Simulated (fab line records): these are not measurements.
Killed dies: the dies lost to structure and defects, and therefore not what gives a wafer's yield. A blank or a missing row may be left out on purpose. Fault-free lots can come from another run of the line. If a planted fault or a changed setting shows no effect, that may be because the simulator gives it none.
Split-lot study / flow n5_finfet / 21 wafers read across 7 lots, on a route 1938 steps long

== ON THE SPLIT ==
At N5_BEOL_M7_DESCUM_33 (chemistry O2, time 7 s), the setting time_s was moved away from the recipe's 7 s on 8 of the 21 wafers read, by -13.8% to +11.8%. All remaining wafers had this setting at the recipe value.

== THE PATH FROM SPLIT TO READING: the file shows 1 step between them ==
- N5_BEOL_M7_ETCH_72: etches underlayer in N2/H2, target depth 6.5 nm, time 5.2 s

== THE READING ==
CAR-EUV_of_BEOL_M7_COAT_22.thk_nm (the simulator's own value, which no gauge read), in nm, at N5_BEOL_M7_ETCH_65 (etches SiARC in CF4, target depth 15.6 nm, time 26 s). The file gives no usual value for it. The 13 wafers here that ran the recipe average 11.1 nm, standard deviation 0.092 nm.

wafer=L079.1; tool, chamber at the split=rie_diel-06, 3; time_s as run, s=7.824; against the recipe=+11.8%; CAR-EUV_of_BEOL_M7_COAT_22.thk_nm, nm=10.8; against lot-mates on the recipe=-0.4
wafer=L079.5; tool, chamber at the split=rie_diel-06, 3; time_s as run, s=7.824; against the recipe=+11.8%; CAR-EUV_of_BEOL_M7_COAT_22.thk_nm, nm=10.8; against lot-mates on the recipe=-0.4
wafer=L079.3; tool, chamber at the split=rie_diel-06, 0; time_s as run, s=7; against the recipe=recipe; CAR-EUV_of_BEOL_M7_COAT_22.thk_nm, nm=11.2; against lot-mates on the recipe=-
wafer=L078.1; tool, chamber at the split=rie_diel-03, 0; time_s as run, s=6.514; against the recipe=-6.9%; CAR-EUV_of_BEOL_M7_COAT_22.thk_nm, nm=11.4; against lot-mates on the recipe=+0.2
wafer=L078.6; tool, chamber at the split=rie_diel-03, 0; time_s as run, s=6.514; against the recipe=-6.9%; CAR-EUV_of_BEOL_M7_COAT_22.thk_nm, nm=11.4; against lot-mates on the recipe=+0.2
wafer=L078.5; tool, chamber at the split=rie_diel-03, 1; time_s as run, s=7; against the recipe=recipe; CAR-EUV_of_BEOL_M7_COAT_22.thk_nm, nm=11.2; against lot-mates on the recipe=-
wafer=L085.1; tool, chamber at the split=rie_diel-06, 3,3,0; time_s as run, s=7; against the recipe=recipe; CAR-EUV_of_BEOL_M7_COAT_22.thk_nm, nm=11.2; against lot-mates on the recipe=-
wafer=L085.5; tool, chamber at the split=rie_diel-06, 3,3,0; time_s as run, s=7; against the recipe=recipe; CAR-EUV_of_BEOL_M7_COAT_22.thk_nm, nm=11.2; against lot-mates on the recipe=-
wafer=L085.6; tool, chamber at the split=rie_diel-06, 3,3,0; time_s as run, s=7; against the recipe=recipe; CAR-EUV_of_BEOL_M7_COAT_22.thk_nm, nm=11.2; against lot-mates on the recipe=-
wafer=L087.1; tool, chamber at the split=rie_diel-06, 0,1,2; time_s as run, s=7; against the recipe=recipe; CAR-EUV_of_BEOL_M7_COAT_22.thk_nm, nm=11; against lot-mates on the recipe=-
wafer=L087.5; tool, chamber at the split=rie_diel-06, 0,1,2; time_s as run, s=7; against the recipe=recipe; CAR-EUV_of_BEOL_M7_COAT_22.thk_nm, nm=11; against lot-mates on the recipe=-
wafer=L087.6; tool, chamber at the split=rie_diel-06, 0,1,2; time_s as run, s=7; against the recipe=recipe; CAR-EUV_of_BEOL_M7_COAT_22.thk_nm, nm=11; against lot-mates on the recipe=-
wafer=L090.2; tool, chamber at the split=rie_diel-03, 3; time_s as run, s=7; against the recipe=recipe; CAR-EUV_of_BEOL_M7_COAT_22.thk_nm, nm=11.2; against lot-mates on the recipe=-
wafer=L090.4; tool, chamber at the split=rie_diel-03, 0; time_s as run, s=6.036; against the recipe=-13.8%; CAR-EUV_of_BEOL_M7_COAT_22.thk_nm, nm=11.8; against lot-mates on the recipe=+0.6
wafer=L090.5; tool, chamber at the split=rie_diel-03, 0; time_s as run, s=6.036; against the recipe=-13.8%; CAR-EUV_of_BEOL_M7_COAT_22.thk_nm, nm=11.8; against lot-mates on the recipe=+0.6
wafer=L092.2; tool, chamber at the split=rie_diel-05, 1,0,1; time_s as run, s=7; against the recipe=recipe; CAR-EUV_of_BEOL_M7_COAT_22.thk_nm, nm=11.2; against lot-mates on the recipe=-
wafer=L092.5; tool, chamber at the split=rie_diel-05, 1,0,1; time_s as run, s=7; against the recipe=recipe; CAR-EUV_of_BEOL_M7_COAT_22.thk_nm, nm=11.2; against lot-mates on the recipe=-
wafer=L092.6; tool, chamber at the split=rie_diel-05, 1,0,1; time_s as run, s=7; against the recipe=recipe; CAR-EUV_of_BEOL_M7_COAT_22.thk_nm, nm=11.2; against lot-mates on the recipe=-
wafer=L096.1; tool, chamber at the split=rie_diel-03, 1; time_s as run, s=7; against the recipe=recipe; CAR-EUV_of_BEOL_M7_COAT_22.thk_nm, nm=11; against lot-mates on the recipe=-
wafer=L096.3; tool, chamber at the split=rie_diel-03, 0,2; time_s as run, s=7.53; against the recipe=+7.6%; CAR-EUV_of_BEOL_M7_COAT_22.thk_nm, nm=10.8; against lot-mates on the recipe=-0.2
wafer=L096.4; tool, chamber at the split=rie_diel-03, 0,2; time_s as run, s=7.53; against the recipe=+7.6%; CAR-EUV_of_BEOL_M7_COAT_22.thk_nm, nm=10.8; against lot-mates on the recipe=-0.2
When a row names more than one chamber, that row covers several wafers, and the file does not tell which wafer ran in which chamber.

THE FIT
A straight line over all 21 wafers: CAR-EUV_of_BEOL_M7_COAT_22.thk_nm changes by -0.0402 nm for each +1% of time_s; r = -0.95; the points scatter about the line by 0.094 nm.
The same after taking each lot's own level away (the mean of its wafers on the recipe; 21 wafers): -0.0366 nm for each +1%; r = -0.99; scatter 0.042 nm.
On that fit, the largest move of time_s shifts the reading by 0.5 nm.
The span of the lots' own levels, 11.00 to 11.20 nm, comes to 2.2 times the standard deviation stated above.
Thus the slope moves with the lot-to-lot level: the two fits are different.
Check: for one of the wafers moved furthest among these (-13.8%), held out of the fit, the line's prediction against its lot-mates is +0.488 nm. Against them it came out at +0.6 nm.

== OTHER SPLITS ON THESE WAFERS ==
Other splits were also applied to these wafers ahead of the reading. Each is held against what the fit with the lots' levels taken away leaves over:
other split on the same wafers=N5_BEOL_M4_COAT_05 spin_rpm; wafers away from the commonest value=8; r with CAR-EUV_of_BEOL_M7_COAT_22.thk_nm (lot level and that fit taken away)=+0.48
other split on the same wafers=N5_BEOL_M5_VIA_ETCH_34 source_w; wafers away from the commonest value=10; r with CAR-EUV_of_BEOL_M7_COAT_22.thk_nm (lot level and that fit taken away)=+0.00
other split on the same wafers=N5_BEOL_M5_DEP_56 time_s; wafers away from the commonest value=8; r with CAR-EUV_of_BEOL_M7_COAT_22.thk_nm (lot level and that fit taken away)=+0.11
other split on the same wafers=N5_BEOL_M6_HM_DEP_02 target_thk_a; wafers away from the commonest value=12; r with CAR-EUV_of_BEOL_M7_COAT_22.thk_nm (lot level and that fit taken away)=+0.25
other split on the same wafers=N5_BEOL_M7_EXPOSE_08 dose_mj; wafers away from the commonest value=5; r with CAR-EUV_of_BEOL_M7_COAT_22.thk_nm (lot level and that fit taken away)=+0.21
other split on the same wafers=N5_BEOL_M7_ETCH_62 source_w; wafers away from the commonest value=8; r with CAR-EUV_of_BEOL_M7_COAT_22.thk_nm (lot level and that fit taken away)=+0.20

== THE WHOLE CHAIN: every reading that the file lists as answering this split, in the file's order ==
step=N5_BEOL_M7_ETCH_72; what it does=etches underlayer in N2/H2, target depth 6.5 nm, time 5.2 s; reading=CAR-EUV_of_BEOL_M7_COAT_22.thk_nm (the simulator's own value, which no gauge read); change (the file's fit)=-0.0349 nm for each +1% of the setting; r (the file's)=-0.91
step=N5_BEOL_M7_ETCH_65; what it does=etches SiARC in CF4, target depth 15.6 nm, time 26 s; reading=CAR-EUV_of_BEOL_M7_COAT_22.thk_nm (the simulator's own value, which no gauge read); change (the file's fit)=-0.0366 nm for each +1% of the setting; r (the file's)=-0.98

== THE FILE'S OWN FIT ==
CAR-EUV_of_BEOL_M7_COAT_22.thk_nm changes by -0.0366 nm for each +1% of time_s, r = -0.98.
